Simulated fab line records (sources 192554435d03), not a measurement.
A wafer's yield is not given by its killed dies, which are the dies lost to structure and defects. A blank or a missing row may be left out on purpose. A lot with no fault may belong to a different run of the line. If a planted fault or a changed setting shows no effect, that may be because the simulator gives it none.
fab line records	flow n5-finfet
record lots=24	wafers=72	last-day=17
route steps=1938 shown BEOL_M5@1162 BEOL_M6@1216
lots untouched by any fault: they come from a run of this same line in which no faults occurred
start-h: hours from the record's opening day to when the first of the lot's shown wafers began	wait-h: hours since the lot's step before	" unchanged from the row above	L1.1+2: a row that stands for several wafers	- no value, or no start was given	* or withheld: withheld	< > ~ a bound
route shown NAME@n: a module of which the file shows steps, and the number in the route of the first	usual: mean and standard deviation over wafers with no fault	same: alike in all rows	chamber/n: place in a boat	sites: each site's reading	_std_site: standard deviation across them	_edge_site: mean of outer sites minus mean of inner sites	radius-mm: how far each site lies from the wafer's centre	mask NAME#n: copy n	behind: the most recent tool/chamber to have shaped the wafer	hold: the reason the lot was held/the length of the hold in hours/how it ended	device: the n, p or np transistor that did not switch	end of line: at the end of the route, the tests of the same wafers	a step given without rows: its recipe and nothing more	killed: dies lost to structure and defects at the first sort, not the wafer's yield	map: dies across one wafer; x = killed, . = not, _ = none there
set.NAME: the setting as run; set.NAME@STEP: as run at that earlier step	model.NAME: the simulator's own value behind a step, which no gauge read
steps of the route over a sample of lots; a table a step, a row a wafer
services: from which hour (start-h, from the record's first day; less than 0 if before it) a tool's chamber was out of use, for how many hours, and why
## steps
# step N5_BEOL_M5_STRIP_91
# recipe chemistry=N2/H2	time-s=10	power-w=450	temp-c=40	pressure-mtorr=20	rf-frequency-hz=6e+07	bias-power-w=7	n2-flow-sccm=200	h2-flow-sccm=200
# usual drypump-motor-current-A=5.7/0.5	oes-product-au=0.74/0.047	rf-vpp-V=59.0/0.93	showerhead-plenum-p-Torr=2.51/0.08	throttle-valve-pct=23.79/0.29
lot.wafer	tool	chamber	start-h	wait-h	drypump-motor-current-A	oes-product-au	rf-hours-counter-h	rf-vpp-V	showerhead-plenum-p-Torr	throttle-valve-pct
L074.2	rie-diel-05	3	-	-	4.7	0.76	172	58.1	2.51	23.59
L074.3	"	0	"	"	5.8	0.79	120	60.1	2.45	23.79
L074.6	"	2	"	"	6.3	0.76	-	60.8	2.55	23.98
L075.1	rie-diel-06	1	-	-	5.4	0.71	169	58.6	2.54	24.07
L075.4	"	0	"	"	6.1	0.79	110	60.5	2.66	23.20
L075.6	"	3	"	"	5.7	0.71	-	58.4	2.41	23.57
L076.1	rie-diel-06	3	-	-	5.7	0.72	197	58.8	2.41	23.57
L076.3	"	0	"	"	6.2	0.79	112	59.9	2.66	23.22
L076.5	"	1	"	"	5.3	0.73	-	59.1	2.54	24.09
L077.2	rie-diel-06	2	-	-	6.3	0.70	226	60.5	2.62	24.10
L077.3	"	0	"	"	6.1	0.79	113	59.8	2.66	23.21
L077.4	"	3	"	"	5.8	0.71	199	59.4	2.41	23.57
L078.2	rie-diel-05	1	-	-	5.2	0.69	189	60.5	2.54	24.06
L078.3	"	3	"	"	4.7	0.76	177	57.5	2.51	23.61
L078.6	"	2	"	"	6.3	0.75	-	58.1	2.54	23.98
L079.1	rie-diel-06	3	-	-	5.7	0.71	204	58.3	2.41	23.56
L079.4	"	2	"	"	6.3	0.70	230	60.4	2.61	24.12
L079.6	"	2	"	"	6.2	0.70	-	58.8	2.61	24.12
L080.1	rie-diel-06	2	-	-	6.3	0.70	232	58.3	2.61	24.10
L080.4	"	1	"	"	5.4	0.72	179	59.7	2.53	24.09
L080.5	"	3	"	"	5.7	0.71	-	59.0	2.41	23.57
L081.1	rie-diel-06	2	-	-	6.2	0.69	234	57.5	2.61	24.12
L081.4	"	3	"	"	5.7	0.71	208	58.9	2.41	23.58
L081.5	"	1	"	"	5.4	0.70	-	60.0	2.53	24.10
L082.1	rie-diel-05	3	-	-	4.7	0.75	186	60.5	2.51	23.60
L082.2	"	0	"	"	5.9	0.78	133	59.1	2.44	23.82
L082.5	"	0	"	"	5.9	0.77	-	59.3	2.44	23.82
L084.2	rie-diel-01	1	-	-	6.4	0.70	226	56.7	2.41	23.99
L084.3	"	3	"	"	5.7	0.73	189	60.3	2.51	23.57
L084.5	"	3	"	"	5.7	0.73	-	58.2	2.50	23.56
L083.3	rie-diel-01	3	-	-	5.8	0.73	189	59.0	2.51	23.56
L083.4	"	0	"	"	5.3	0.80	-	61.0	2.55	23.80
L083.6	"	1	"	"	6.4	0.70	-	58.8	2.41	24.01
L085.3	rie-diel-01	2	-	-	5.9	0.82	83	59.4	2.46	23.89
L085.4	"	3	"	"	5.7	0.72	196	59.3	2.50	23.57
L085.5	"	0	"	"	5.3	0.79	-	59.8	2.55	23.81
L086.3	rie-diel-05	3	-	-	4.7	0.74	195	59.0	2.50	23.61
L086.5	"	3	"	"	4.7	0.74	-	58.9	2.50	23.62
L086.6	"	1	"	"	5.2	0.69	-	59.6	2.53	24.09
L089.3	rie-diel-01	2	-	-	5.9	0.82	88	59.4	2.46	23.90
L089.5	"	0	"	"	5.3	0.79	-	59.6	2.55	23.80
L089.6	"	3	"	"	5.8	0.71	-	58.6	2.50	23.58
L088.1	rie-diel-01	0	-	-	5.3	0.78	112	57.6	2.55	23.83
L088.2	"	2	"	"	5.8	0.82	91	57.7	2.45	23.91
L088.4	"	1	"	"	6.4	0.70	241	59.7	2.40	24.01
L090.1	rie-diel-06	3	-	-	5.7	0.70	223	59.6	2.40	23.61
L090.5	"	0	"	"	6.2	0.78	-	60.9	2.65	23.23
L090.6	"	3	"	"	5.7	0.70	-	58.9	2.40	23.61
L087.2	rie-diel-06	3	-	-	5.6	0.69	225	58.7	2.40	23.60
L087.3	"	0	"	"	6.1	0.77	139	59.3	2.64	23.24
L087.5	"	1	"	"	5.4	0.70	-	58.8	2.53	24.10
L092.1	rie-diel-06	0	-	-	6.2	0.77	141	59.9	2.64	23.23
L092.2	"	1	"	"	5.4	0.69	198	58.3	2.53	24.12
L092.4	"	1	"	"	5.4	0.69	-	58.8	2.53	24.11
L094.1	rie-diel-06	3	-	-	5.7	0.69	231	58.0	2.40	23.60
L094.3	"	0	"	"	6.1	0.76	146	58.1	2.64	23.23
L094.4	"	0	"	"	6.1	0.76	-	60.7	2.64	23.23
L093.1	rie-diel-05	1	-	-	5.2	0.67	221	59.0	2.52	24.11
L093.3	"	2	"	"	6.4	0.73	180	59.0	2.53	24.04
L093.5	"	3	"	"	4.7	0.72	-	59.4	2.50	23.63
L091.1	rie-diel-05	2	-	-	6.3	0.72	181	59.5	2.53	24.03
L091.2	"	1	"	"	5.2	0.67	222	59.5	2.52	24.11
L091.4	"	0	"	"	5.8	0.75	153	58.6	2.43	23.84
L095.3	rie-diel-05	3	-	-	4.7	0.72	210	58.2	2.50	23.63
L095.4	"	1	"	"	5.2	0.67	223	58.7	2.52	24.13
L095.6	"	0	"	"	5.9	0.75	-	57.7	2.43	23.84
L096.2	rie-diel-01	2	-	-	5.9	0.81	102	58.9	2.45	23.92
L096.4	"	0	"	"	5.3	0.78	122	58.3	2.54	23.83
L096.6	"	0	"	"	5.3	0.78	-	58.8	2.54	23.84
L097.3	rie-diel-06	2	-	-	6.3	0.96	2	58.5	2.60	23.79
L097.5	"	3	"	"	5.7	0.69	-	57.7	2.39	23.63
L097.6	"	2	"	"	6.2	0.97	-	58.9	2.60	23.79
# step N5_BEOL_M5_CD_MEAS_35
# recipe target-cd-nm=28	target-cd-y-nm=24	polarity=opening
# usual cd-nm=28.0/0.38
lot.wafer	tool	chamber	start-h	wait-h	cd-nm
L074.2	cd-sem-01	-	182.55	0.0	27.8
L074.3	"	-	"	"	28.1
L074.6	"	-	"	"	27.5
L075.1	cd-sem-01	-	186.31	0.0	27.4
L075.4	"	-	"	"	28.4
L075.6	"	-	"	"	28.2
L076.1	cd-sem-01	-	194.20	0.0	27.4
L076.3	"	-	"	"	27.7
L076.5	"	-	"	"	28.1
L077.2	cd-sem-01	-	198.61	0.0	28.5
L077.3	"	-	"	"	27.7
L077.4	"	-	"	"	28.6
L078.2	cd-sem-03	-	198.78	0.0	27.6
L078.3	"	-	"	"	28.2
L078.6	"	-	"	"	28.3
L079.1	cd-sem-03	-	213.48	0.0	27.5
L079.4	"	-	"	"	27.3
L079.6	"	-	"	"	27.1
L080.1	cd-sem-01	-	219.52	0.0	27.6
L080.4	"	-	"	"	28.2
L080.5	"	-	"	"	28.2
L081.1	cd-sem-01	-	224.71	0.0	28.0
L081.4	"	-	"	"	28.0
L081.5	"	-	"	"	27.8
L082.1	cd-sem-02	-	226.78	0.0	28.0
L082.2	"	-	"	"	27.9
L082.5	"	-	"	"	28.1
L084.2	cd-sem-02	-	228.11	0.0	28.1
L084.3	"	-	"	"	27.9
L084.5	"	-	"	"	28.2
L083.3	cd-sem-02	-	228.58	0.0	27.8
L083.4	"	-	"	"	27.5
L083.6	"	-	"	"	27.9
L085.3	cd-sem-03	-	249.79	0.0	27.9
L085.4	"	-	"	"	28.1
L085.5	"	-	"	"	28.1
L086.3	cd-sem-03	-	257.20	0.0	28.8
L086.5	"	-	"	"	28.2
L086.6	"	-	"	"	27.8
L089.3	cd-sem-03	-	266.66	0.0	27.5
L089.5	"	-	"	"	27.5
L089.6	"	-	"	"	27.7
L088.1	cd-sem-03	-	272.24	0.0	28.5
L088.2	"	-	"	"	28.6
L088.4	"	-	"	"	28.4
L090.1	cd-sem-03	-	276.79	0.0	27.1
L090.5	"	-	"	"	27.2
L090.6	"	-	"	"	28.0
L087.2	cd-sem-03	-	282.54	0.0	28.6
L087.3	"	-	"	"	27.7
L087.5	"	-	"	"	27.1
L092.1	cd-sem-02	-	285.54	0.0	28.3
L092.2	"	-	"	"	27.9
L092.4	"	-	"	"	28.0
L094.1	cd-sem-02	-	298.75	0.0	27.7
L094.3	"	-	"	"	27.5
L094.4	"	-	"	"	27.5
L093.1	cd-sem-03	-	299.47	0.0	28.0
L093.3	"	-	"	"	28.9
L093.5	"	-	"	"	28.4
L091.1	cd-sem-01	-	305.60	0.0	28.2
L091.2	"	-	"	"	28.1
L091.4	"	-	"	"	27.7
L095.3	cd-sem-01	-	306.03	0.0	28.6
L095.4	"	-	"	"	27.8
L095.6	"	-	"	"	28.3
L096.2	cd-sem-01	-	311.19	0.0	27.4
L096.4	"	-	"	"	27.3
L096.6	"	-	"	"	27.4
L097.3	cd-sem-02	-	314.53	0.0	27.9
L097.5	"	-	"	"	28.4
L097.6	"	-	"	"	28.1
# step N5_BEOL_M5_PRE_CLEAN_45
# recipe gas=H2/He	time-s=30	temp-c=250
# usual heater-power-w=335/39
lot.wafer	tool	chamber	start-h	wait-h	heater-power-w
L074.2	pvd-sputter-02	-	183.18	0.0	383
L074.3	"	-	"	"	334
L074.6	"	-	"	"	408
L075.1	pvd-sputter-01	-	186.80	0.0	358
L075.4	"	-	"	"	303
L075.6	"	-	"	"	364
L076.1	pvd-sputter-01	-	194.95	0.0	302
L076.3	"	-	"	"	363
L076.5	"	-	"	"	360
L077.2	pvd-sputter-01	-	199.25	0.0	315
L077.3	"	-	"	"	295
L077.4	"	-	"	"	361
L078.2	pvd-sputter-01	-	199.87	0.0	351
L078.3	"	-	"	"	322
L078.6	"	-	"	"	364
L079.1	pvd-sputter-02	-	214.37	0.0	339
L079.4	"	-	"	"	269
L079.6	"	-	"	"	411
L080.1	pvd-sputter-02	-	220.02	0.0	401
L080.4	"	-	"	"	267
L080.5	"	-	"	"	271
L081.1	pvd-sputter-02	-	225.20	0.0	417
L081.4	"	-	"	"	387
L081.5	"	-	"	"	276
L082.1	pvd-sputter-01	-	227.36	0.0	356
L082.2	"	-	"	"	365
L082.5	"	-	"	"	365
L084.2	pvd-sputter-02	-	228.67	0.0	383
L084.3	"	-	"	"	272
L084.5	"	-	"	"	412
L083.3	pvd-sputter-03	-	230.55	0.0	307
L083.4	"	-	"	"	330
L083.6	"	-	"	"	343
L085.3	pvd-sputter-03	-	250.27	0.0	322
L085.4	"	-	"	"	307
L085.5	"	-	"	"	314
L086.3	pvd-sputter-03	-	257.76	0.0	339
L086.5	"	-	"	"	321
L086.6	"	-	"	"	339
L089.3	pvd-sputter-01	-	267.47	0.0	289
L089.5	"	-	"	"	298
L089.6	"	-	"	"	352
L088.1	pvd-sputter-02	-	272.70	0.0	273
L088.2	"	-	"	"	408
L088.4	"	-	"	"	330
L090.1	pvd-sputter-03	-	277.68	0.0	303
L090.5	"	-	"	"	343
L090.6	"	-	"	"	310
L087.2	pvd-sputter-02	-	283.08	0.0	375
L087.3	"	-	"	"	266
L087.5	"	-	"	"	328
L092.1	pvd-sputter-02	-	286.30	0.0	335
L092.2	"	-	"	"	274
L092.4	"	-	"	"	376
L094.1	pvd-sputter-03	-	299.23	0.0	336
L094.3	"	-	"	"	320
L094.4	"	-	"	"	311
L093.1	pvd-sputter-02	-	299.88	0.0	377
L093.3	"	-	"	"	410
L093.5	"	-	"	"	384
L091.1	pvd-sputter-03	-	306.04	0.0	341
L091.2	"	-	"	"	332
L091.4	"	-	"	"	338
L095.3	pvd-sputter-03	-	306.90	0.0	298
L095.4	"	-	"	"	339
L095.6	"	-	"	"	339
L096.2	pvd-sputter-02	-	311.62	0.0	272
L096.4	"	-	"	"	408
L096.6	"	-	"	"	329
L097.3	pvd-sputter-03	-	315.41	0.0	314
L097.5	"	-	"	"	336
L097.6	"	-	"	"	339
# step N5_BEOL_M5_SURFACE_TREAT_87
# recipe gas=Ar	time-s=*	ion-energy-ev=*	ion-current-ma-cm2=0.5	pressure-mtorr=*	ar-flow-sccm=30
# usual ar-flow-sccm=30.01/0.089	throttle-valve-pct=*
lot.wafer	tool	chamber	start-h	wait-h	ar-flow-sccm	throttle-valve-pct
L074.2	pvd-sputter-03	-	184.42	1.1	29.99	*
L074.3	"	-	"	"	30.12	*
L074.6	"	-	"	"	30.12	*
L075.1	pvd-sputter-02	-	187.20	0.2	30.04	*
L075.4	"	-	"	"	30.06	*
L075.6	"	-	"	"	30.00	*
L076.1	pvd-sputter-01	-	195.25	0.1	30.10	*
L076.3	"	-	"	"	30.00	*
L076.5	"	-	"	"	29.96	*
L077.2	pvd-sputter-01	-	199.79	0.3	30.01	*
L077.3	"	-	"	"	29.95	*
L077.4	"	-	"	"	29.99	*
L078.2	pvd-sputter-03	-	200.20	0.2	29.93	*
L078.3	"	-	"	"	30.03	*
L078.6	"	-	"	"	30.00	*
L079.1	pvd-sputter-02	-	214.89	0.4	30.07	*
L079.4	"	-	"	"	29.97	*
L079.6	"	-	"	"	30.01	*
L080.1	pvd-sputter-03	-	220.40	0.2	30.19	*
L080.4	"	-	"	"	29.94	*
L080.5	"	-	"	"	29.95	*
L081.1	pvd-sputter-03	-	225.65	0.3	30.05	*
L081.4	"	-	"	"	30.00	*
L081.5	"	-	"	"	30.11	*
L082.1	pvd-sputter-01	-	227.98	0.2	29.98	*
L082.2	"	-	"	"	29.88	*
L082.5	"	-	"	"	29.77	*
L084.2	pvd-sputter-02	-	229.23	0.4	30.04	*
L084.3	"	-	"	"	29.99	*
L084.5	"	-	"	"	30.00	*
L083.3	pvd-sputter-03	-	230.95	0.1	30.09	*
L083.4	"	-	"	"	30.07	*
L083.6	"	-	"	"	30.01	*
L085.3	pvd-sputter-03	-	250.58	0.1	29.99	*
L085.4	"	-	"	"	29.96	*
L085.5	"	-	"	"	30.00	*
L086.3	pvd-sputter-02	-	258.05	0.1	29.99	*
L086.5	"	-	"	"	30.00	*
L086.6	"	-	"	"	29.98	*
L089.3	pvd-sputter-03	-	267.76	0.1	29.89	*
L089.5	"	-	"	"	29.84	*
L089.6	"	-	"	"	29.85	*
L088.1	pvd-sputter-03	-	273.00	0.1	30.08	*
L088.2	"	-	"	"	29.93	*
L088.4	"	-	"	"	30.19	*
L090.1	pvd-sputter-03	-	278.04	0.1	30.06	*
L090.5	"	-	"	"	30.07	*
L090.6	"	-	"	"	30.14	*
L087.2	pvd-sputter-03	-	283.98	0.5	29.99	*
L087.3	"	-	"	"	30.00	*
L087.5	"	-	"	"	29.95	*
L092.1	pvd-sputter-02	-	286.66	0.2	30.08	*
L092.2	"	-	"	"	30.01	*
L092.4	"	-	"	"	29.95	*
L094.1	pvd-sputter-03	-	299.52	0.1	29.82	*
L094.3	"	-	"	"	30.13	*
L094.4	"	-	"	"	29.99	*
L093.1	pvd-sputter-03	-	301.65	1.6	30.01	*
L093.3	"	-	"	"	30.05	*
L093.5	"	-	"	"	30.03	*
L091.1	pvd-sputter-02	-	306.35	0.1	30.06	*
L091.2	"	-	"	"	30.11	*
L091.4	"	-	"	"	29.80	*
L095.3	pvd-sputter-03	-	307.26	0.2	29.90	*
L095.4	"	-	"	"	30.09	*
L095.6	"	-	"	"	30.04	*
L096.2	pvd-sputter-01	-	311.97	0.1	29.94	*
L096.4	"	-	"	"	30.03	*
L096.6	"	-	"	"	30.09	*
L097.3	pvd-sputter-02	-	315.98	0.4	30.10	*
L097.5	"	-	"	"	30.13	*
L097.6	"	-	"	"	30.11	*
# step N5_BEOL_M5_SPUTTER_83
# recipe material=Cu	target-thk-a=150	temp-c=-20	chamber-pressure-pa=0.07	power-w=withheld	time-s=27.62
# usual chuck-sensor-temp-C=-16.0/0.65	throttle-valve-pct=29.9/1.2
lot.wafer	tool	chamber	start-h	wait-h	chuck-sensor-temp-C	throttle-valve-pct
L074.2	pvd-sputter-03	-	186.91	0.5	-16.5	29.9
L074.3	"	-	"	"	-15.8	31.1
L074.6	"	-	"	"	-15.0	31.0
L075.1	pvd-sputter-01	-	189.61	0.5	-15.9	30.3
L075.4	"	-	"	"	-15.3	28.7
L075.6	"	-	"	"	-15.2	28.7
L076.1	pvd-sputter-02	-	197.72	0.5	-15.6	29.1
L076.3	"	-	"	"	-15.6	30.8
L076.5	"	-	"	"	-15.5	30.6
L077.2	pvd-sputter-03	-	202.74	0.5	-15.1	31.0
L077.3	"	-	"	"	-16.6	30.1
L077.4	"	-	"	"	-17.4	30.6
L078.2	pvd-sputter-01	-	202.88	0.5	-16.6	29.4
L078.3	"	-	"	"	-15.1	28.7
L078.6	"	-	"	"	-16.7	29.3
L079.1	pvd-sputter-01	-	217.45	0.5	-16.1	30.3
L079.4	"	-	"	"	-15.2	28.4
L079.6	"	-	"	"	-16.2	29.5
L080.1	pvd-sputter-03	-	222.79	0.5	-15.9	31.4
L080.4	"	-	"	"	-15.3	31.0
L080.5	"	-	"	"	-15.8	31.2
L081.1	pvd-sputter-03	-	228.16	0.5	-15.8	31.4
L081.4	"	-	"	"	-15.0	31.2
L081.5	"	-	"	"	-17.4	30.6
L082.1	pvd-sputter-01	-	230.39	0.5	-16.8	29.5
L082.2	"	-	"	"	-16.2	29.9
L082.5	"	-	"	"	-16.8	29.5
L084.2	pvd-sputter-02	-	231.77	0.5	-15.7	27.2
L084.3	"	-	"	"	-15.6	30.7
L084.5	"	-	"	"	-15.7	27.1
L083.3	pvd-sputter-03	-	233.47	0.5	-15.0	31.1
L083.4	"	-	"	"	-16.6	29.9
L083.6	"	-	"	"	-16.6	30.3
L085.3	pvd-sputter-02	-	253.02	0.5	-15.7	31.2
L085.4	"	-	"	"	-15.5	29.2
L085.5	"	-	"	"	-15.4	30.7
L086.3	pvd-sputter-03	-	260.51	0.5	-15.8	31.3
L086.5	"	-	"	"	-15.0	31.0
L086.6	"	-	"	"	-16.6	29.9
L089.3	pvd-sputter-02	-	270.40	0.5	-15.8	31.1
L089.5	"	-	"	"	-15.9	29.3
L089.6	"	-	"	"	-15.7	31.0
L088.1	pvd-sputter-02	-	275.74	0.5	-15.8	27.4
L088.2	"	-	"	"	-15.6	29.2
L088.4	"	-	"	"	-15.6	31.2
L090.1	pvd-sputter-01	-	280.58	0.5	-16.6	29.3
L090.5	"	-	"	"	-16.0	30.3
L090.6	"	-	"	"	-15.3	29.2
L087.2	pvd-sputter-03	-	286.63	0.5	-15.7	31.3
L087.3	"	-	"	"	-14.9	31.3
L087.5	"	-	"	"	-17.4	30.6
L092.1	pvd-sputter-01	-	289.05	0.5	-16.1	30.2
L092.2	"	-	"	"	-15.4	29.0
L092.4	"	-	"	"	-16.3	29.6
L094.1	pvd-sputter-01	-	302.32	0.5	-15.3	29.1
L094.3	"	-	"	"	-16.0	30.2
L094.4	"	-	"	"	-16.3	29.8
L093.1	pvd-sputter-02	-	304.10	0.5	-15.5	31.4
L093.3	"	-	"	"	-15.8	27.1
L093.5	"	-	"	"	-15.5	31.2
L091.1	pvd-sputter-02	-	308.87	0.5	-15.7	27.4
L091.2	"	-	"	"	-15.6	29.2
L091.4	"	-	"	"	-15.7	31.3
L095.3	pvd-sputter-03	-	309.84	0.5	-16.7	30.1
L095.4	"	-	"	"	-16.0	31.2
L095.6	"	-	"	"	-17.5	30.6
L096.2	pvd-sputter-01	-	314.62	0.5	-16.2	29.8
L096.4	"	-	"	"	-16.2	30.4
L096.6	"	-	"	"	-16.2	29.5
L097.3	pvd-sputter-02	-	318.57	0.5	-15.5	29.2
L097.5	"	-	"	"	-15.6	27.4
L097.6	"	-	"	"	-15.7	30.7
# step N5_BEOL_M6_STRIP_19
# recipe chemistry=O2	power-w=400	temp-c=40	pressure-mtorr=30	rf-frequency-hz=6e+07	bias-power-w=0	overash-fraction=0.2	o2-flow-sccm=225
# usual drypump-motor-current-A=5.9/0.4	oes-product-au=0.81/0.088	rf-vpp-V=3.6/0.61	showerhead-plenum-p-Torr=2.08/0.075	throttle-valve-pct=16.56/0.22
# same overash-fraction=0.2
lot.wafer	tool	chamber	start-h	wait-h	drypump-motor-current-A	oes-product-au	rf-hours-counter-h	rf-vpp-V	showerhead-plenum-p-Torr	throttle-valve-pct
L074.2	rie-diel-04	3	193.05	0.1	5.1	0.89	35	4.0	2.13	16.68
L074.3	"	2	"	"	6.1	0.71	229	3.6	2.06	16.78
L074.6	"	1	"	"	6.3	0.81	-	4.7	2.03	16.31
L075.1	rie-diel-04	3	195.50	0.1	5.1	0.89	36	4.1	2.13	16.69
L075.4	"	2	"	"	6.1	0.71	229	2.5	2.06	16.78
L075.6	"	1	"	"	6.3	0.81	-	4.0	2.03	16.31
L076.1	rie-diel-04	0	206.04	0.2	5.7	0.91	17	2.8	2.23	16.24
L076.3	"	2	"	"	6.1	0.71	233	3.2	2.06	16.78
L076.5	"	2	"	"	6.1	0.72	-	2.9	2.06	16.80
L077.2	rie-diel-02	1	209.19	0.1	6.0	0.69	221	2.8	2.06	16.49
L077.3	"	3	"	"	5.5	0.90	19	3.5	2.13	16.56
L077.4	"	2	"	"	5.9	0.74	177	3.6	2.18	16.68
L078.2	rie-diel-04	0	209.57	0.2	5.8	0.91	17	4.5	2.23	16.23
L078.3	"	1	"	"	6.3	0.81	96	3.9	2.03	16.33
L078.6	"	0	"	"	5.8	0.92	-	4.1	2.23	16.24
L079.1	rie-diel-04	2	224.73	0.1	6.1	0.71	238	3.6	2.06	16.81
L079.4	"	1	"	"	6.3	0.81	101	4.1	2.03	16.33
L079.6	"	0	"	"	5.8	0.91	-	3.7	2.23	16.24
L080.1	rie-diel-02	3	229.45	0.1	5.5	0.87	28	3.1	2.12	16.59
L080.4	"	1	"	"	6.0	0.67	-	3.7	2.05	16.52
L080.5	"	1	"	"	6.1	0.67	-	3.7	2.05	16.53
L081.1	rie-diel-03	2	234.05	0.2	5.7	0.78	148	3.6	2.08	16.52
L081.4	"	1	"	"	6.6	0.72	245	3.9	2.07	16.98
L081.5	"	2	"	"	5.7	0.77	-	2.8	2.08	16.51
L082.1	rie-diel-04	3	236.09	0.2	5.1	0.86	48	3.6	2.13	16.71
L082.2	"	0	"	"	5.7	0.90	26	4.1	2.23	16.25
L082.5	"	1	"	"	6.3	0.80	-	3.8	2.02	16.35
L084.2	rie-diel-04	1	238.27	0.2	6.3	0.81	107	3.6	2.02	16.32
L084.3	"	0	"	"	5.8	0.90	27	3.6	2.22	16.25
L084.5	"	1	"	"	6.3	0.81	-	3.4	2.02	16.31
L083.3	rie-diel-02	0	238.81	0.1	6.4	0.84	95	3.7	2.02	16.56
L083.4	"	3	"	"	5.5	0.87	31	3.9	2.12	16.59
L083.6	"	0	"	"	6.3	0.83	-	3.9	2.02	16.54
L085.3	rie-diel-04	3	258.47	0.1	5.1	0.86	53	4.3	2.12	16.72
L085.4	"	2	"	"	6.1	0.71	247	4.0	2.06	16.80
L085.5	"	1	"	"	6.3	0.79	-	4.0	2.02	16.34
L086.3	rie-diel-04	3	267.08	0.1	5.1	0.85	56	4.1	2.12	16.71
L086.5	"	1	"	"	6.3	0.80	-	3.1	2.02	16.35
L086.6	"	0	"	"	5.7	0.88	-	3.7	2.22	16.28
L089.3	rie-diel-04	1	277.01	0.1	6.3	0.78	119	3.7	2.02	16.37
L089.5	"	3	"	"	5.1	0.84	-	4.5	2.12	16.73
L089.6	"	0	"	"	5.7	0.87	-	3.6	2.22	16.27
L088.1	rie-diel-04	1	282.21	0.1	6.3	0.79	122	3.6	2.02	16.36
L088.2	"	0	"	"	5.8	0.88	42	3.5	2.22	16.30
L088.4	"	3	"	"	5.1	0.84	-	4.2	2.12	16.73
L090.1	rie-diel-02	3	286.81	0.1	5.5	0.84	49	4.8	2.12	16.64
L090.5	"	2	"	"	5.9	0.71	-	3.6	2.17	16.75
L090.6	"	3	"	"	5.5	0.86	-	3.1	2.12	16.63
L087.2	rie-diel-03	3	292.51	0.1	5.9	0.68	230	3.9	1.98	16.97
L087.3	"	2	"	"	5.7	0.74	171	2.8	2.07	16.54
L087.5	"	0	"	"	6.0	0.72	-	3.3	1.99	16.67
L092.1	rie-diel-04	2	295.80	0.1	6.1	0.98	4	3.6	2.05	16.37
L092.2	"	0	"	"	5.8	0.86	48	3.3	2.22	16.28
L092.4	"	3	"	"	5.1	0.84	69	3.2	2.12	16.76
L094.1	rie-diel-03	1	310.17	0.2	6.6	0.97	17	3.6	2.06	16.58
L094.3	"	2	"	"	5.7	0.73	179	3.6	2.07	16.55
L094.4	"	3	"	"	5.9	0.68	-	3.7	1.97	16.99
L093.1	rie-diel-02	0	311.35	0.1	6.3	0.80	123	3.2	2.01	16.60
L093.3	"	3	"	"	5.5	0.83	58	3.1	2.11	16.67
L093.5	"	1	"	"	6.0	0.94	-	3.2	2.05	16.14
L091.1	rie-diel-02	2	315.13	0.1	5.9	0.71	212	2.4	2.17	16.75
L091.2	"	0	"	"	6.4	0.81	123	3.2	2.01	16.60
L091.4	"	3	"	"	5.5	0.84	59	2.9	2.11	16.66
L095.3	rie-diel-03	1	315.96	0.1	6.6	0.96	19	3.3	2.06	16.58
L095.4	"	3	"	"	5.9	0.67	241	3.2	1.97	17.01
L095.6	"	2	"	"	5.7	0.74	-	5.5	2.07	16.55
L096.2	rie-diel-03	0	321.45	0.1	6.0	0.72	175	3.6	1.99	16.66
L096.4	"	3	"	"	5.9	0.66	242	3.6	1.97	16.99
L096.6	"	3	"	"	5.9	0.66	-	4.1	1.97	17.03
L097.3	rie-diel-03	3	325.04	0.1	5.9	0.67	244	4.2	1.97	17.00
L097.5	"	1	"	"	6.6	0.96	-	2.7	2.06	16.56
L097.6	"	0	"	"	6.0	0.72	-	3.6	1.99	16.66
## services
tool	chamber	start-h	hours	kind
rie-diel-01	-	163.38	1.2	repair
rie-diel-02	1	186.80	2.4	repair
rie-diel-02	0	218.61	13.5	repair
rie-diel-04	3	229.55	4.3	repair
rie-diel-06	1	239.83	1.3	repair
rie-diel-05	0	244.70	16.5	repair
rie-diel-03	1	249.80	-	clean
rie-diel-03	1	249.80	-	consumable-replace:focus-ring
rie-diel-03	1	249.80	19.8	scheduled-down
rie-diel-03	1	249.80	19.8	vent-cycle
pvd-sputter-01	-	254.97	2.7	repair
rie-diel-04	2	266.04	-	clean
rie-diel-04	2	266.04	-	consumable-replace:focus-ring
rie-diel-04	2	266.04	20.8	scheduled-down
rie-diel-04	2	266.04	20.8	vent-cycle
rie-diel-06	2	280.12	-	clean
rie-diel-06	2	280.12	-	consumable-replace:focus-ring
rie-diel-06	2	280.12	27.4	scheduled-down
rie-diel-06	2	280.12	27.4	vent-cycle
rie-diel-03	2	280.67	4.3	repair
rie-diel-05	3	289.73	3.8	repair
rie-diel-03	0	298.30	15.4	repair
rie-diel-01	0	319.60	5.4	repair
rie-diel-02	2	324.37	9.4	repair
## key
fault none
